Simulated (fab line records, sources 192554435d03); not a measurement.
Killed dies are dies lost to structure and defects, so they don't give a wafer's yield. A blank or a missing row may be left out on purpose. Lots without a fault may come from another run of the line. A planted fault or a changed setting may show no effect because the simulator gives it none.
fab line records | flow n5_finfet
record lots=10 wafers=29 last_day=19
route steps=1938 shown BEOL_M15@1809 PASSIVATION@1936
lots that met no fault: from a run of the same line without faults
start_h: hours from the record's first day to the start of the lot's first wafer shown | wait_h: hours since the lot's step before | " the same as in the row above | L1.1+2: a row that stands for several wafers | - no value, or no start given | * or withheld: withheld | < > ~ a bound
route shown NAME@n: a module of which the file shows steps, and the number in the route of the first | usual: mean/standard deviation of fault-free wafers | same: alike in all rows | chamber/n: place in a boat | sites: the reading at each site | _std_site: their standard deviation | _edge_site: outer sites' mean less inner sites' | radius_mm: how far each site lies from the wafer's centre | mask NAME#n: copy n | behind: the tool/chamber that last shaped the wafer | hold: why the lot was held/for how many hours/how that ended | device: the transistor (n, p or np) that didn't switch | end of line: the same wafers' tests at the end of the route | a step without rows: its recipe alone | killed: dies lost to structure and defects at the first sort, not the wafer's yield | map: a wafer's dies, x killed, . not, _ none there
set.NAME: the setting as run; set.NAME@STEP: as run at that earlier step | model.NAME: the simulator's own value behind a step, which no gauge read
steps of the route over a sample of lots; a table a step, a row a wafer
services: from which hour (start_h, from the record's first day; less than 0 if before it) a tool's chamber was out of use, for how many hours, and why
## steps
# step N5_BEOL_M15_TRENCH_ETCH_34
# recipe chemistry=C4F8/O2/Ar target=SiO2 target_depth_a=8729.3 he_inner_torr=15 he_outer_torr=30 time_s=199 ion_energy_ev=800 pressure_mtorr=20 source_w=1905 bias_w=2040 Ar_flow_sccm=400 C4F8_flow_sccm=16 O2_flow_sccm=12
# usual O2_flow_sccm=12.00/0.041 drypump_motor_current_A=5.5/0.49 he_inner_torr=15.001/0.028 oes_product_au=0.79/0.074 rf_vpp_V=2220/32 showerhead_plenum_p_Torr=3.44/0.078 throttle_valve_pct=30.95/0.2
# columns lot.wafer tool chamber start_h wait_h O2_flow_sccm drypump_motor_current_A he_inner_torr oes_product_au rf_hours_counter_h rf_vpp_V showerhead_plenum_p_Torr throttle_valve_pct
L667.1 rie_diel-04 1 253.57 0.0 11.99 6.2 15.040 0.74 190 2226 3.56 30.84
L667.2 " 2 " " 12.07 5.0 14.997 0.83 96 2295 3.34 31.10
L667.5 " 0 " " 12.04 5.1 14.995 0.77 - 2201 3.45 30.94
L669.1 rie_diel-02 2 260.39 0.0 12.05 6.4 14.977 0.90 32 2240 3.53 31.13
L669.2 " 0 " " 12.04 5.3 14.988 0.69 228 2205 3.38 31.03
L669.5 " 2 " " 12.03 6.3 14.997 0.90 - 2241 3.53 31.14
L671.2 rie_diel-04 0 270.12 0.0 11.98 5.1 15.027 0.77 120 2203 3.45 30.92
L671.3 " 3 " " 11.99 5.3 15.034 0.80 80 2184 3.49 31.01
L671.6 " 2 " " 11.97 5.0 14.977 0.81 - 2296 3.34 31.10
L670.1 rie_diel-06 1 270.28 0.0 11.94 5.5 15.030 0.72 202 2210 3.55 31.14
L670.3 " 3 " " 11.98 6.3 14.979 0.88 33 2212 3.38 30.96
L670.6 " 1 " " 11.93 5.5 15.011 0.73 - 2209 3.55 31.16
L678.1 rie_diel-06 1 327.80 0.0 11.93 5.5 14.990 0.67 215 2207 3.54 31.08
L678.3 " 0 " " 11.97 4.9 14.967 0.90 19 2190 3.39 30.48
L682.1 rie_diel-02 0 370.40 0.0 12.01 5.3 14.992 0.97 2 2204 3.37 30.73
L682.2 " 3 " " 12.03 4.9 15.012 0.71 221 2240 3.56 30.88
L682.5 " 1 " " 12.03 5.7 14.981 0.75 - 2198 3.39 30.76
L685.3 rie_diel-06 3 401.20 0.0 12.03 6.3 14.972 0.84 65 2210 3.36 31.02
L685.5 " 3 " " 12.00 6.3 15.022 0.83 - 2210 3.36 31.01
L685.6 " 2 " " 12.05 5.8 14.998 0.69 - 2239 3.39 31.17
L686.1 rie_diel-02 2 410.92 0.0 12.02 6.3 14.971 0.84 71 2238 3.51 31.17
L686.4 " 3 " " 12.01 5.0 14.961 0.70 232 2240 3.55 30.88
L686.5 " 0 " " 11.98 5.3 15.012 0.92 - 2203 3.36 30.72
L688.2 rie_diel-06 3 416.19 0.0 11.96 6.3 15.004 0.83 70 2211 3.36 31.03
L688.5 " 0 " " 11.98 4.9 14.999 0.86 - 2188 3.38 30.49
L688.6 " 1 " " 12.08 5.5 14.986 0.70 - 2208 3.53 31.19
L687.2 rie_diel-02 3 446.83 0.0 12.04 5.0 15.040 0.69 245 2239 3.54 30.89
L687.3 " 0 " " 12.06 5.3 14.977 0.90 25 2203 3.36 30.76
L687.6 " 3 " " 12.03 5.0 15.051 0.69 - 2240 3.54 30.89
# step N5_BEOL_M15_SPUTTER_44
# recipe material=Ta target_thk_a=150 temp_c=50 bias_v=80 power_w=15000 chamber_pressure_pa=0.07 time_s=24.19
# usual throttle_valve_pct=30.2/1.3
# columns lot.wafer tool chamber start_h wait_h throttle_valve_pct
L667.1 pvd_sputter-02 - 255.54 0.0 31.7
L667.2 " - " " 30.5
L667.5 " - " " 29.8
L669.1 pvd_sputter-02 - 264.24 0.0 30.0
L669.2 " - " " 31.9
L669.5 " - " " 29.8
L671.2 pvd_sputter-03 - 272.65 0.0 30.2
L671.3 " - " " 27.5
L671.6 " - " " 28.9
L670.1 pvd_sputter-01 - 272.81 0.0 31.4
L670.3 " - " " 30.9
L670.6 " - " " 31.0
L678.1 pvd_sputter-03 - 330.68 0.0 29.5
L678.3 " - " " 30.2
L682.1 pvd_sputter-03 - 379.87 0.0 30.3
L682.2 " - " " 29.0
L682.5 " - " " 27.3
L685.3 pvd_sputter-03 - 406.44 0.0 27.3
L685.5 " - " " 28.8
L685.6 " - " " 29.3
L686.1 pvd_sputter-01 - 414.48 0.0 30.9
L686.4 " - " " 31.0
L686.5 " - " " 31.0
L688.2 pvd_sputter-02 - 419.49 0.0 29.9
L688.5 " - " " 30.7
L688.6 " - " " 30.2
L687.2 pvd_sputter-02 - 448.58 0.0 32.2
L687.3 " - " " 29.9
L687.6 " - " " 30.2
# step N5_BEOL_M15_ANNEAL_48
# recipe temp_c=225 time_s=90 ambient=N2
# usual wafer_temp_C_max=225.77/0.21
# columns lot.wafer tool chamber start_h wait_h wafer_temp_C_max
L667.1 rtp_anneal-02 0 256.00 0.2 225.68
L667.2 " 0 " " 225.53
L667.5 " 0 " " 225.66
L669.1 rtp_anneal-02 0 264.68 0.2 225.92
L669.2 " 0 " " 225.77
L669.5 " 0 " " 225.77
L671.2 rtp_anneal-01 0 273.33 0.4 225.84
L671.3 " 0 " " 225.82
L671.6 " 0 " " 226.08
L670.1 rtp_anneal-02 0 273.38 0.3 225.58
L670.3 " 0 " " 225.62
L670.6 " 0 " " 225.76
L678.1 rtp_anneal-02 0 331.12 0.2 225.50
L678.3 " 0 " " 225.51
L682.1 rtp_anneal-01 0 380.31 0.2 226.01
L682.2 " 0 " " 225.95
L682.5 " 0 " " 225.89
L685.3 rtp_anneal-02 0 406.97 0.2 225.82
L685.5 " 0 " " 225.97
L685.6 " 0 " " 226.01
L686.1 rtp_anneal-01 0 414.93 0.2 225.82
L686.4 " 0 " " 226.10
L686.5 " 0 " " 226.15
L688.2 rtp_anneal-02 0 419.97 0.2 225.21
L688.5 " 0 " " 225.51
L688.6 " 0 " " 225.61
L687.2 rtp_anneal-02 0 449.08 0.2 225.80
L687.3 " 0 " " 225.55
L687.6 " 0 " " 225.98
# step N5_BEOL_M15_CMP_49
# recipe stop_on=SiO2 t_overpolish_s=4.9 down_force_psi=2 platen_rpm=80 clearing_platen_down_force_psi=2 clearing_platen_rpm=80 post_cmp_clean=cu_alkaline target_thk_nm=850 clearing_platen_pad_velocity_m_s=1.5917 pad_velocity_m_s=1.5917
# usual barrier_field_endpoint_s=11.43/0.26 motor_current_A=7.7/1.1 overpolish_run_s=4.901/0.0094 pad_life_wafers=817/560 retaining_ring_pressure_frac=0.999/0.0054
# columns lot.wafer tool chamber start_h wait_h barrier_field_endpoint_s motor_current_A overpolish_run_s pad_life_wafers retaining_ring_pressure_frac
L667.1 cmp-03 3 256.38 0.3 11.38 9.1 4.899 92 1.004
L667.2 " 0 " " 11.37 7.1 4.893 93 0.989
L667.5 " 2 " " 10.97 7.1 4.903 - 1.001
L669.2 cmp-03 0 264.98 0.2 11.56 7.2 4.891 174 1.000
L669.1 " 3 " " 11.76 9.1 4.887 177 1.007
L669.5 " 0 " " 11.46 6.9 4.898 - 0.995
L671.2 cmp-04 3 273.66 0.3 11.28 6.5 4.907 770 0.993
L671.3 " 0 " " 11.62 6.4 4.888 771 1.002
L671.6 " 2 " " 11.60 8.6 4.907 - 1.007
L670.1 cmp-03 0 273.69 0.3 11.34 7.0 4.896 240 0.989
L670.3 " 2 " " 11.28 7.6 4.898 242 1.005
L670.6 " 1 " " 11.46 6.0 4.894 - 0.993
L678.3 cmp-04 1 331.42 0.2 11.37 8.6 4.908 1134 0.998
L678.1 " 3 " " 11.45 6.4 4.904 1136 0.989
L682.1 cmp-01 2 380.91 0.5 11.44 8.8 4.905 637 0.998
L682.2 " 3 " " 11.40 8.3 4.888 638 1.008
L682.5 " 1 " " 11.06 8.0 4.901 - 0.990
L685.3 cmp-01 1 407.26 0.2 11.26 7.8 4.910 872 1.002
L685.5 " 3 " " 11.49 8.4 4.900 - 1.007
L685.6 " 0 " " 11.54 8.5 4.899 - 1.004
L686.1 cmp-03 0 415.27 0.3 11.36 7.0 4.918 1153 1.005
L686.4 " 2 " " 10.86 7.6 4.890 1155 0.997
L686.5 " 3 " " 11.25 9.5 4.905 - 0.997
L688.2 cmp-04 1 420.34 0.3 11.00 8.3 4.920 1851 1.001
L688.5 " 2 " " 11.18 8.3 4.887 - 1.003
L688.6 " 3 " " 11.22 5.8 4.900 - 0.996
L687.2 cmp-04 3 449.33 0.2 11.18 6.3 4.902 6 0.994
L687.3 " 2 " " 11.24 8.2 4.893 9 0.994
L687.6 " 0 " " 11.07 6.1 4.889 - 0.997
# step N5_BEOL_M15_THK_MEAS_50
# recipe thk_meas_gauge=xrf reads=Cu_of_BEOL_M15_ECD_47
# usual M15_THK=841/16
# columns lot.wafer tool chamber start_h wait_h M15_THK[nm]
L667.1 film_metro-02 - 256.59 - 840
L667.2 " - " " 848
L667.5 " - " " 855
L669.1 film_metro-02 - 265.27 - 864
L669.2 " - " " 823
L669.5 " - " " 866
L671.2 film_metro-02 - 273.88 - 846
L671.3 " - " " 841
L671.6 " - " " 855
L670.1 film_metro-02 - 273.99 - 849
L670.3 " - " " 854
L670.6 " - " " 848
L678.1 film_metro-02 - 331.71 - 744
L678.3 " - " " 855
L682.1 film_metro-01 - 381.17 - 825
L682.2 " - " " 819
L682.5 " - " " 833
L685.3 film_metro-01 - 407.48 - 851
L685.5 " - " " 846
L685.6 " - " " 792
L686.1 film_metro-02 - 415.52 - 851
L686.4 " - " " 822
L686.5 " - " " 839
L688.2 film_metro-01 - 420.52 - 846
L688.5 " - " " 839
L688.6 " - " " 832
L687.2 film_metro-02 - 449.63 - 817
L687.3 " - " " 841
L687.6 " - " " 825
# step N5_BEOL_M15_RS_MEAS_54
# recipe thk_meas_gauge=four-point-probe reads=Cu_of_BEOL_M15_ECD_47+Ta_of_BEOL_M15_SPUTTER_44+TaN_of_BEOL_M15_SPUTTER_43
# usual M15_RS=0.0216/0.00039
# columns lot.wafer tool chamber start_h wait_h M15_RS[ohm/sq]
L667.1 film_metro-02 - 256.72 0.0 0.0217
L667.2 " - " " 0.0214
L667.5 " - " " 0.0212
L669.1 film_metro-01 - 265.40 0.0 0.0212
L669.2 " - " " 0.0223
L669.5 " - " " 0.0212
L671.2 film_metro-02 - 274.02 0.1 0.0215
L671.3 " - " " 0.0216
L671.6 " - " " 0.0215
L670.1 film_metro-01 - 274.11 0.0 0.0215
L670.3 " - " " 0.0213
L670.6 " - " " 0.0216
L678.1 film_metro-01 - 331.84 0.0 0.0245
L678.3 " - " " 0.0213
L682.1 film_metro-01 - 381.30 0.0 0.0218
L682.2 " - " " 0.0219
L682.5 " - " " 0.0217
L685.3 film_metro-01 - 407.63 0.1 0.0212
L685.5 " - " " 0.0212
L685.6 " - " " 0.0225
L686.1 film_metro-02 - 415.65 0.0 0.0214
L686.4 " - " " 0.0222
L686.5 " - " " 0.0218
L688.2 film_metro-01 - 420.65 0.1 0.0213
L688.5 " - " " 0.0215
L688.6 " - " " 0.0216
L687.2 film_metro-02 - 449.76 0.1 0.0223
L687.3 " - " " 0.0216
L687.6 " - " " 0.0221
# step N5_PASSIVATION_PROBE_49
# usual defect_limited_yield=91.3/1.7 killed_at_M0_to_M3=33/9.9 killed_at_M4_up=14/6.4 killed_at_contacts=12/7 killed_at_front_end=41/13 killed_at_other=3.1/2.9 killed_dies=103/20 killed_open=67/14 killed_short=34/9.4 sort_bin_4_leakage=0.03/0.24 sort_bin_5_function=5.1/1.1 sort_bin_6_memory=3.2/0.79 sort_bin_8_speed=0.02/0.15 sort_n_pass=1077/21 sort_yield_pct=91.2/1.7
# same gross_dies=1180 killed_at_back_side=0
# columns lot.wafer tool chamber start_h wait_h defect_limited_yield[%] killed_at_M0_to_M3 killed_at_M4_up killed_at_contacts killed_at_front_end killed_at_other killed_dies killed_open killed_short sort_bin_4_leakage[%] sort_bin_5_function[%] sort_bin_6_memory[%] sort_bin_8_speed[%] sort_n_pass sort_yield_pct[%]
L670.1 prober-01 - 291.30 0.0 90.5 45 8 18 40 1 112 64 47 0 5.4 3.6 0 1068 90.5
L670.6 prober-01 - 291.55 0.3 92.4 35 16 11 28 0 90 56 34 0 3.6 3.8 0 1090 92.4
L682.1 prober-02 - 395.11 0.0 92.4 32 10 14 34 0 90 44 42 0 4.4 2.6 0 1090 92.4
L682.2 prober-02 - 395.16 0.1 92.3 27 4 16 39 5 91 47 38 0 4.8 2.6 0 1089 92.3
L682.5 prober-02 - 395.31 0.2 90.8 19 9 29 51 0 108 64 43 0 6.3 2.5 0 1072 90.8
L686.1 prober-01 - 431.59 0.0 93.2 25 12 7 33 3 80 57 23 0 3.4 3.0 0 1100 93.2
L686.4 prober-01 - 431.74 0.2 92.6 18 12 14 41 2 87 62 25 0 4.3 2.8 0 1093 92.6
L686.5 prober-01 - 431.79 0.2 91.4 33 20 11 35 2 101 76 25 0 4.7 3.6 0 1079 91.4
L688.2 prober-01 - 437.73 0.1 92.0 21 13 7 53 0 94 68 26 0 4.3 3.6 0 1086 92.0
L688.5 prober-01 - 437.88 0.2 89.8 37 8 11 60 4 120 85 34 0 6.2 3.8 0 1060 89.8
L688.6 prober-01 - 437.93 0.3 87.3 64 15 12 57 2 150 97 50 0 7.8 4.8 0 1030 87.3
# killed by level:class
L670.1 MOL_CONTACT_COAG:geometric_particle:open=14 BEOL_M0_SAQP:geometric_particle:short=14 BEOL_M3:geometric_particle:open=10 FIN_SAQP:geometric_particle:short=8 STI_FIN_REVEAL:geometric_particle:open=8 BEOL_M0_SAQP:geometric_particle:open=6 BEOL_M2:geometric_particle:short=6 DUMMY_GATE:geometric_particle:open=5
L670.6 STI_FIN_REVEAL:geometric_particle:open=7 MOL_CONTACT_COAG:geometric_particle:open=6 BEOL_M0_SAQP:geometric_particle:open=6 BEOL_M1:geometric_particle:short=6 STARTING-WAFER:geometric_particle:open=6 MOL_CONTACT_COAG:geometric_particle:short=5 BEOL_M2:geometric_particle:open=5 FIN_SAQP:geometric_particle:short=4
L682.1 BEOL_M0_SAQP:geometric_particle:short=13 FIN_SAQP:geometric_particle:short=12 MOL_CONTACT_COAG:geometric_particle:open=11 BEOL_M2:geometric_particle:open=8 GATE_CUT:geometric_particle:short=4 BEOL_M0_SAQP:geometric_particle:open=4 FIN_SAQP:geometric_particle:open=3 MOL_CONTACT_COAG:geometric_particle:short=3
L682.2 FIN_SAQP:geometric_particle:short=11 FIN_SAQP:geometric_particle:open=9 MOL_CONTACT_COAG:geometric_particle:open=9 BEOL_M3:geometric_particle:open=8 GATE_CUT:geometric_particle:short=7 MOL_CONTACT_COAG:geometric_particle:short=7 BEOL_M1:geometric_particle:open=5 GATE_CUT:geometric_particle:open=4
L682.5 MOL_CONTACT_COAG:geometric_particle:open=24 FIN_SAQP:geometric_particle:short=16 FIN_SAQP:geometric_particle:open=13 BEOL_M0_SAQP:geometric_particle:open=6 GATE_CUT:geometric_particle:short=5 MOL_CONTACT_COAG:geometric_particle:short=5 STI_FIN_REVEAL:geometric_particle:open=4 BEOL_M0_SAQP:geometric_particle:short=4
L686.1 STI_FIN_REVEAL:geometric_particle:open=9 BEOL_M4:geometric_particle:open=9 BEOL_M2:geometric_particle:open=8 MOL_CONTACT_COAG:geometric_particle:open=6 STARTING-WAFER:geometric_particle:short=5 GATE_CUT:geometric_particle:open=4 FIN_SAQP:geometric_particle:open=3 BEOL_M0:geometric_particle:open=3
L686.4 MOL_CONTACT_COAG:geometric_particle:open=11 STI_FIN_REVEAL:geometric_particle:open=10 DUMMY_GATE:geometric_particle:open=9 BEOL_M2:geometric_particle:open=6 GATE_CUT:geometric_particle:short=5 FIN_SAQP:geometric_particle:open=4 BEOL_M4:geometric_particle:open=4 STARTING-WAFER:geometric_particle:short=4
L686.5 BEOL_M4:geometric_particle:open=16 MOL_CONTACT_COAG:geometric_particle:open=11 BEOL_M1:geometric_particle:open=8 STI_FIN_REVEAL:geometric_particle:open=7 BEOL_M2:geometric_particle:open=7 FIN_SAQP:geometric_particle:open=6 FIN_SAQP:geometric_particle:short=4 DUMMY_GATE:geometric_particle:open=3
L688.2 STI_FIN_REVEAL:geometric_particle:open=10 FIN_SAQP:geometric_particle:short=9 FIN_SAQP:geometric_particle:open=9 MOL_CONTACT_COAG:geometric_particle:open=7 BEOL_M0_SAQP:geometric_particle:open=7 DUMMY_GATE:geometric_particle:open=6 BEOL_M0_SAQP:geometric_particle:short=4 STARTING-WAFER:geometric_particle:short=3
L688.5 STI_FIN_REVEAL:geometric_particle:open=27 BEOL_M0_SAQP:geometric_particle:short=15 MOL_CONTACT_COAG:geometric_particle:open=10 STARTING-WAFER:geometric_particle:open=8 BEOL_M0_SAQP:geometric_particle:open=7 FIN_SAQP:geometric_particle:short=6 BEOL_M0:geometric_particle:open=6 FIN_SAQP:geometric_particle:open=5
L688.6 BEOL_M0_SAQP:geometric_particle:short=23 BEOL_M0_SAQP:geometric_particle:open=20 STI_FIN_REVEAL:geometric_particle:open=17 FIN_SAQP:geometric_particle:open=14 BEOL_M2:geometric_particle:open=11 MOL_CONTACT_COAG:geometric_particle:open=10 FIN_SAQP:geometric_particle:short=8 BEOL_M5:geometric_particle:open=6
## services
# columns tool chamber start_h hours kind
rie_diel-06 3 235.37 2.3 repair
cmp-04 - 241.42 2.1 repair
cmp-03 - 241.95 4.0 pm
cmp-04 - 249.30 1.0 repair
cmp-04 - 259.07 1.8 repair
pvd_sputter-02 - 269.38 29.2 repair
cmp-04 - 282.79 4.9 pm
rie_diel-06 1 295.74 3.9 repair
rie_diel-06 1 303.97 8.4 repair
cmp-03 - 305.92 0.2 repair
cmp-04 - 325.74 2.8 repair
cmp-04 - 335.17 0.3 repair
rie_diel-06 0 337.93 3.2 repair
rie_diel-02 3 347.28 2.8 repair
cmp-03 - 349.19 5.2 pm
pvd_sputter-03 - 355.87 6.6 repair
cmp-04 - 371.89 4.3 pm
cmp-03 - 375.72 6.1 pm
cmp-03 - 389.39 9.9 pm
pvd_sputter-02 - 394.55 4.0 repair
cmp-04 - 429.65 2.0 repair
pvd_sputter-02 - 431.01 1.0 repair
rie_diel-06 - 432.98 2.1 repair
rie_diel-02 2 440.36 18.8 repair
## key
first_sign step=N5_BEOL_M15_THK_MEAS_50 reading=M15_THK direction=down sigmas=6.2 usual=841 struck=744
effect step=N5_BEOL_M15_RS_MEAS_54 reading=M15_RS direction=up sigmas=7.5 usual=0.0216 struck=0.0245
met_at N5_BEOL_M15_TRENCH_ETCH_34
struck_lots L678
struck_wafers L678.1
not_acting_at N5_BEOL_M15_SPUTTER_44,N5_BEOL_M15_ANNEAL_48,N5_BEOL_M15_CMP_49
onset_between 270.28 327.80
fault kind=process_parameter_drift tool=rie_diel-06 chamber=- onset_h=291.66 steps=N5_BEOL_M15_TRENCH_ETCH_34 channel=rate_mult offset=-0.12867 shape=step end_h=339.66 scope=struck_wafers_only
